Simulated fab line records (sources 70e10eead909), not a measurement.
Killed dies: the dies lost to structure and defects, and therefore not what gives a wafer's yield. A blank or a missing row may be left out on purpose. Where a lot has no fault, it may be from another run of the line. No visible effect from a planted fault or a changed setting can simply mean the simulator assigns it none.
The tool behind it: which one? ; flow nand harc ; Sampling: 24 lots, 72 wafers, 6 of 1159 route steps

## WHAT THE GAUGES READ, wafer by wafer
The record holds no reading of a measuring or inspecting step that can be judged against a usual standard deviation.

## TOOL THAT RAN EACH LOT (tool first, then ch and the chambers of the sampled wafers, then the start)
lot;NHARC_A_CHANNEL_FILL_D1_ALD_16;NHARC_A_CHANNEL_FILL_D1_STRIP_28;NHARC_A_STAIRCASE_DEP_156;NHARC_A_STAIRCASE_ETCH_13;NHARC_A_STAIRCASE_STRIP_175;NHARC_A_STAIRCASE_ETCH_194
L074;ald hk-03 ch 0,1, day 9 04:59;rie diel-08 ch 1,2,3, day 9 16:51;pecvd-04 ch 0,1,2, day 10 17:21;rie diel-11 ch 1,3, day 10 23:34 or earlier;plasma asher-02 ch 0,1, day 10 23:34;rie diel-02 ch 0,1,3, no start
L076;ald hk-04 ch 0,2,3, day 9 16:21;rie diel-08 ch 0,2,3, day 10 04:19;pecvd-04 ch 0,2, day 11 03:59;rie diel-02 ch 0,2,3, day 11 09:40 or earlier;plasma asher-02 ch 0,1, day 11 09:40;rie diel-12 ch 0,1,2, no start
L075;ald hk-04 ch 0,2,3, day 9 16:31;rie diel-08 ch 0,1, day 10 04:21;pecvd-02 ch 0,1, day 11 03:55;rie diel-02 ch 1,2, day 11 10:06 or earlier;plasma asher-02 ch 0,1, day 11 10:06;rie diel-02 ch 0,1,3, no start
L077;ald hk-02 ch 0,1, day 9 21:07;rie diel-08 ch 0,2,3, day 10 09:28;pecvd-02 ch 0,1, day 11 08:55;rie diel-11 ch 0,3, day 11 14:33 or earlier;plasma asher-01 ch 0,1, day 11 14:33;rie diel-12 ch 0,2,3, no start
L078;ald hk-04 ch 0,1,3, day 9 21:07;rie diel-01 ch 0,2,3, day 10 09:34;pecvd-03 ch 0,1,2, day 11 08:55;rie diel-02 ch 0,1,3, day 11 14:16 or earlier;plasma asher-01 ch 0,1, day 11 14:16;rie diel-02 ch 0,1,3, no start
L080;ald hk-02 ch 0,3, day 10 13:38;rie diel-03 ch 1,3, day 11 01:28;pecvd-03 ch 0,2, day 12 01:32;rie diel-12 ch 0,1, day 12 07:01 or earlier;plasma asher-01 ch 0,1, day 12 07:01;rie diel-12 ch 0,1, no start
L079;ald hk-03 ch 2,3, day 10 13:38;rie diel-08 ch 0,1, day 11 01:28;pecvd-03 ch 0,1,2, day 12 01:22;rie diel-12 ch 0,2,3, day 12 06:41 or earlier;plasma asher-01 ch 0,1, day 12 06:41;rie diel-11 ch 2,3, no start
L081;ald hk-02 ch 0,1, day 10 23:31;rie diel-08 ch 1,2,3, day 11 11:22;pecvd-03 ch 0,1,2, day 12 11:28;rie diel-11 ch 0,1,3, day 12 23:58 or earlier;plasma asher-01 ch 0,1, day 12 23:58;rie diel-02 ch 0,1, no start
L082;ald hk-02 ch 0,1,2, day 10 23:42;rie diel-01 ch 0,1,2, day 11 11:20;pecvd-04 ch 1,2, day 12 11:21;rie diel-11 ch 1,2,3, day 12 23:38 or earlier;plasma asher-01 ch 0,1, day 12 23:38;rie diel-11 ch 1,2, no start
L084;ald hk-02 ch 2,3, day 11 07:02;rie diel-01 ch 0,1, day 11 18:55;pecvd-04 ch 0,2, day 12 19:20;rie diel-11 ch 1,2, day 13 04:32 or earlier;plasma asher-01 ch 0,1, day 13 04:32;rie diel-12 ch 0,1,3, no start
L083;ald hk-03 ch 1,2,3, day 11 07:02;rie diel-08 ch 1,2,3, day 11 18:53;pecvd-02 ch 0,1, day 12 19:29;rie diel-12 ch 0,1,2, day 13 05:02 or earlier;plasma asher-02 ch 0,1, day 13 05:02;rie diel-11 ch 1,2,3, no start
L085;ald hk-04 ch 1,3, day 12 06:43;rie diel-03 ch 0,2,3, day 12 18:36;pecvd-02 ch 0,1,2, day 13 19:47;rie diel-12 ch 0,1, day 14 01:17 or earlier;plasma asher-02 ch 0,1, day 14 01:17;rie diel-11 ch 0,1,3, no start
L087;ald hk-04 ch 0,2, day 12 06:55;rie diel-01 ch 1,2,3, day 12 18:37;pecvd-04 ch 1,2, day 13 19:55;rie diel-11 ch 2,3, day 14 01:59 or earlier;plasma asher-02 ch 0,1, day 14 01:59;rie diel-11 ch 0,1, no start
L086;ald hk-04 ch 1,2,3, day 12 11:28;rie diel-01 ch 0,2,3, day 12 23:27;pecvd-03 ch 0,1,2, day 13 23:05;rie diel-11 ch 0,2, day 14 08:39 or earlier;plasma asher-02 ch 0,1, day 14 08:39;rie diel-02 ch 0,2, no start
L089;ald hk-03 ch 0,1,3, day 12 16:25;rie diel-03 ch 0,2,3, day 13 04:40;pecvd-03 ch 0,1, day 14 04:23;rie diel-12 ch 1,2, day 14 11:01 or earlier;plasma asher-01 ch 0,1, day 14 11:01;rie diel-11 ch 0,2,3, no start
L088;ald hk-04 ch 1,2, day 12 23:02;rie diel-03 ch 0,1, day 13 11:00;pecvd-04 ch 0,2, day 14 11:26;rie diel-02 ch 1,2, day 14 16:22 or earlier;plasma asher-01 ch 0,1, day 14 16:22;rie diel-12 ch 0,1, no start
L090;ald hk-02 ch 2,3, day 13 06:23;rie diel-03 ch 0,2,3, day 13 18:18;pecvd-02 ch 0,2, day 14 21:46;rie diel-12 ch 1,2, day 15 02:49 or earlier;plasma asher-02 ch 0,1, day 15 02:49;rie diel-12 ch 0,3, no start
L092;ald hk-04 ch 1,2,3, day 13 15:19;rie diel-08 ch 1,2,3, day 14 03:16;pecvd-04 ch 0,1,2, day 15 08:29;rie diel-11 ch 1,2,3, day 15 13:53 or earlier;plasma asher-02 ch 0,1, day 15 13:53;rie diel-11 ch 1,2,3, no start
L091;ald hk-02 ch 0,1,2, day 13 15:20;rie diel-03 ch 0,1,2, day 14 03:16;pecvd-04 ch 0,1, day 15 05:14;rie diel-11 ch 1,2, day 15 11:02 or earlier;plasma asher-02 ch 0,1, day 15 11:02;rie diel-11 ch 1,3, no start
L094;ald hk-04 ch 0,1,2, day 14 01:39;rie diel-03 ch 0,2,3, day 14 13:36;pecvd-03 ch 0,1,2, day 15 15:43;rie diel-12 ch 0,2,3, day 15 21:10 or earlier;plasma asher-02 ch 0,1, day 15 21:10;rie diel-11 ch 0,2,3, no start
L093;ald hk-04 ch 2,3, day 14 01:49;rie diel-01 ch 0,1,3, day 14 13:37;pecvd-02 ch 0,2, day 15 15:46;rie diel-11 ch 0,1,3, day 15 22:49 or earlier;plasma asher-02 ch 0,1, day 15 22:49;rie diel-12 ch 0,1,2, no start
L095;ald hk-04 ch 0,3, day 14 05:45;rie diel-03 ch 1,2, day 14 17:49;pecvd-03 ch 0,1, day 15 15:34;rie diel-11 ch 2,3, day 15 20:35 or earlier;plasma asher-01 ch 0,1, day 15 20:35;rie diel-12 ch 0,2,3, no start
L097;ald hk-03 ch 1,2, day 15 03:01;rie diel-08 ch 1,2, day 15 15:02;pecvd-04 ch 0,1,2, day 16 14:34;rie diel-02 ch 0,2,3, day 16 20:23 or earlier;plasma asher-02 ch 0,1, day 16 20:23;rie diel-11 ch 0,1,3, no start
L096;ald hk-03 ch 2,3, day 15 03:10;rie diel-08 ch 0,2, day 15 15:04;pecvd-02 ch 1,2, day 16 14:32;rie diel-11 ch 0,1,3, day 16 19:40 or earlier;plasma asher-01 ch 0, day 16 19:40;rie diel-02 ch 1,2,3, no start
- NHARC_A_CHANNEL_FILL_D1_ALD_16: deposits SiO2, target thk 1.5 nm, pulse time 10 s, ald cycles 15.
- NHARC_A_CHANNEL_FILL_D1_STRIP_28: strips in O2, time 20 s.
- NHARC_A_STAIRCASE_DEP_156: deposits SiNx, target thk 50 nm.
- NHARC_A_STAIRCASE_ETCH_13: etches the open film in C4F8/O2, target depth 100 nm, time 40.5 s.
- NHARC_A_STAIRCASE_STRIP_175: strips in O2.
- NHARC_A_STAIRCASE_ETCH_194: etches the open film in C4F8/O2, target depth 100 nm, time 40.5 s.

## WHAT THE TOOLS THEMSELVES READ (means of the sampled wafers that have a number; where no wafer has one, the mark that the record gives instead)
NHARC_A_CHANNEL_FILL_D1_ALD_16. Usual: heater power w 476 W, standard deviation 57; precursor pulse height rel 1.000, standard deviation 0.019.
lot;tool;heater power w (W);precursor pulse height rel;flag
L074;ald hk-03;510;0.992;
L076;ald hk-04;507;0.992;
L075;ald hk-04;507;1.012;
L077;ald hk-02;515;1.007;
L078;ald hk-04;469;0.983;
L080;ald hk-02;478;0.974;
L079;ald hk-03;442;1.011;
L081;ald hk-02;528;0.997;
L082;ald hk-02;493;1.021;
L084;ald hk-02;442;1.003;
L083;ald hk-03;492;1.007;
L085;ald hk-04;434;1.010;
L087;ald hk-04;499;1.018;
L086;ald hk-04;463;0.999;
L089;ald hk-03;511;1.011;
L088;ald hk-04;420;1.002;
L090;ald hk-02;443;0.989;
L092;ald hk-04;461;0.983;
L091;ald hk-02;478;1.018;
L094;ald hk-04;475;0.978;
L093;ald hk-04;515;0.993;
L095;ald hk-04;523;1.010;
L097;ald hk-03;469;0.999;
L096;ald hk-03;458;0.999;

NHARC_A_CHANNEL_FILL_D1_STRIP_28. Usual: drypump motor current A 5.59 A, standard deviation 0.27; oes product au 1.002 a.u., standard deviation 0.0097; rf vpp V 57.9 V, standard deviation 0.94; showerhead plenum p Torr 3.58 Torr, standard deviation 0.14; throttle valve pct 17.036 %, standard deviation 0.0094.
lot;tool;drypump motor current A (A);oes product au (a.u.);rf vpp V (V);showerhead plenum p Torr (Torr);throttle valve pct (%);flag
L074;rie diel-08;5.47;1.001;57.8;3.58;17.041;
L076;rie diel-08;5.58;1.004;57.7;3.56;17.039;
L075;rie diel-08;5.66;0.997;58.5;3.76;17.041;
L077;rie diel-08;5.57;0.998;58.3;3.56;17.028;
L078;rie diel-01;5.66;1.004;57.7;3.46;17.035;
L080;rie diel-03;5.81;0.996;57.8;3.57;17.046;
L079;rie diel-08;5.69;1.000;58.0;3.76;17.033;
L081;rie diel-08;5.47;1.001;57.6;3.58;17.040;
L082;rie diel-01;5.40;0.997;57.8;3.54;17.045;
L084;rie diel-01;5.47;0.997;56.8;3.62;17.037;
L083;rie diel-08;5.48;1.004;57.8;3.58;17.036;
L085;rie diel-03;5.60;1.000;58.0;3.57;17.039;
L087;rie diel-01;5.56;1.002;58.0;3.51;17.038;
L086;rie diel-01;5.66;0.995;57.6;3.46;17.038;
L089;rie diel-03;5.59;0.997;58.2;3.57;17.043;
L088;rie diel-03;5.66;0.994;58.0;3.54;17.028;
L090;rie diel-03;5.58;1.007;58.7;3.57;17.038;
L092;rie diel-08;5.48;0.998;58.2;3.57;17.040;
L091;rie diel-03;5.53;1.015;57.7;3.53;17.044;
L094;rie diel-03;5.59;1.005;57.6;3.57;17.037;
L093;rie diel-01;5.76;1.003;57.2;3.54;17.029;
L095;rie diel-03;5.60;1.003;57.3;3.47;17.045;
L097;rie diel-08;5.36;1.009;58.1;3.67;17.038;
L096;rie diel-08;5.47;1.007;57.9;3.66;17.042;

NHARC_A_STAIRCASE_DEP_156. Usual: heater power w reads 666 W (standard deviation 71).
lot;tool;heater power w (W);flag
L074;pecvd-04;671;
L076;pecvd-04;791;
L075;pecvd-02;708;
L077;pecvd-02;758;
L078;pecvd-03;676;
L080;pecvd-03;660;
L079;pecvd-03;636;
L081;pecvd-03;667;
L082;pecvd-04;688;
L084;pecvd-04;705;
L083;pecvd-02;749;
L085;pecvd-02;619;
L087;pecvd-04;660;
L086;pecvd-03;639;
L089;pecvd-03;634;
L088;pecvd-04;754;
L090;pecvd-02;671;
L092;pecvd-04;677;
L091;pecvd-04;612;
L094;pecvd-03;650;
L093;pecvd-02;635;
L095;pecvd-03;642;
L097;pecvd-04;650;
L096;pecvd-02;653;

NHARC_A_STAIRCASE_ETCH_13. Usual: oes product au 0.938 a.u., standard deviation 0.015; rf vpp V 893 V, standard deviation 4.9.
lot;tool;oes product au (a.u.);rf vpp V (V);flag
L074;rie diel-11;0.944;895;
L076;rie diel-02;0.930;894;
L075;rie diel-02;0.929;892;
L077;rie diel-11;0.962;891;
L078;rie diel-02;0.940;896;
L080;rie diel-12;0.943;896;
L079;rie diel-12;0.956;893;
L081;rie diel-11;0.952;893;
L082;rie diel-11;0.952;895;
L084;rie diel-11;0.941;893;
L083;rie diel-12;0.955;893;
L085;rie diel-12;0.930;896;
L087;rie diel-11;0.945;891;
L086;rie diel-11;0.922;890;
L089;rie diel-12;0.934;896;
L088;rie diel-02;0.954;889;
L090;rie diel-12;0.927;895;
L092;rie diel-11;0.927;894;
L091;rie diel-11;0.925;894;
L094;rie diel-12;0.952;891;
L093;rie diel-11;0.927;893;
L095;rie diel-11;0.961;892;
L097;rie diel-02;0.925;900;
L096;rie diel-11;0.938;899;

NHARC_A_STAIRCASE_STRIP_175. Usual: drypump motor current A 5.8 A, standard deviation 0.4; heater power w 326 W, standard deviation 29.
lot;tool;drypump motor current A (A);heater power w (W);flag
L074;plasma asher-02;5.8;329;
L076;plasma asher-02;5.9;317;
L075;plasma asher-02;5.8;323;
L077;plasma asher-01;5.9;356;
L078;plasma asher-01;5.9;343;
L080;plasma asher-01;5.9;346;
L079;plasma asher-01;5.9;355;
L081;plasma asher-01;5.5;318;
L082;plasma asher-01;5.9;341;
L084;plasma asher-01;5.6;323;
L083;plasma asher-02;6.0;320;
L085;plasma asher-02;5.9;319;
L087;plasma asher-02;5.9;314;
L086;plasma asher-02;5.9;313;
L089;plasma asher-01;5.9;341;
L088;plasma asher-01;5.9;347;
L090;plasma asher-02;5.9;316;
L092;plasma asher-02;5.8;329;
L091;plasma asher-02;5.9;315;
L094;plasma asher-02;5.9;320;
L093;plasma asher-02;5.8;326;
L095;plasma asher-01;5.9;343;
L097;plasma asher-02;5.8;330;
L096;plasma asher-01;5.2;303;

NHARC_A_STAIRCASE_ETCH_194. Usual: oes product au 0.942 a.u., standard deviation 0.013; rf vpp V 894 V, standard deviation 4.9.
lot;tool;oes product au (a.u.);rf vpp V (V);flag
L074;rie diel-02;0.953;896;
L076;rie diel-12;0.954;895;
L075;rie diel-02;0.938;896;
L077;rie diel-12;0.935;893;
L078;rie diel-02;0.933;897;
L080;rie diel-12;0.946;896;
L079;rie diel-11;0.939;892;
L081;rie diel-02;0.954;893;
L082;rie diel-11;0.943;894;
L084;rie diel-12;0.930;894;
L083;rie diel-11;0.945;894;
L085;rie diel-11;0.942;893;
L087;rie diel-11;0.944;891;
L086;rie diel-02;0.939;891;
L089;rie diel-11;0.944;889;
L088;rie diel-12;0.940;896;
L090;rie diel-12;0.932;892;
L092;rie diel-11;0.948;895;
L091;rie diel-11;0.946;898;
L094;rie diel-11;0.955;890;
L093;rie diel-12;0.937;893;
L095;rie diel-12;0.916;891;
L097;rie diel-11;0.939;899;
L096;rie diel-02;0.939;899;

## THE ANSWER, worked out from the rows above alone
Rule: a lot is off if the mean of its wafers that have a number lies more than 3 standard deviations from the usual mean. A lot without any number at a reading at which 4 lots or more have one is off too. Any other lot the step has rows for is counted as sound. First the gauges in route order, then the tools' own readings, where a lot's mean is used as printed above. The first step at which some lot is off is used, and at that step the reading that is off furthest; a lot without a number counts as furthest.
No lot is off on any of the readings shown, so nothing can be concluded from this.

## WHAT HAD BEEN PUT IN BY THE SIMULATOR
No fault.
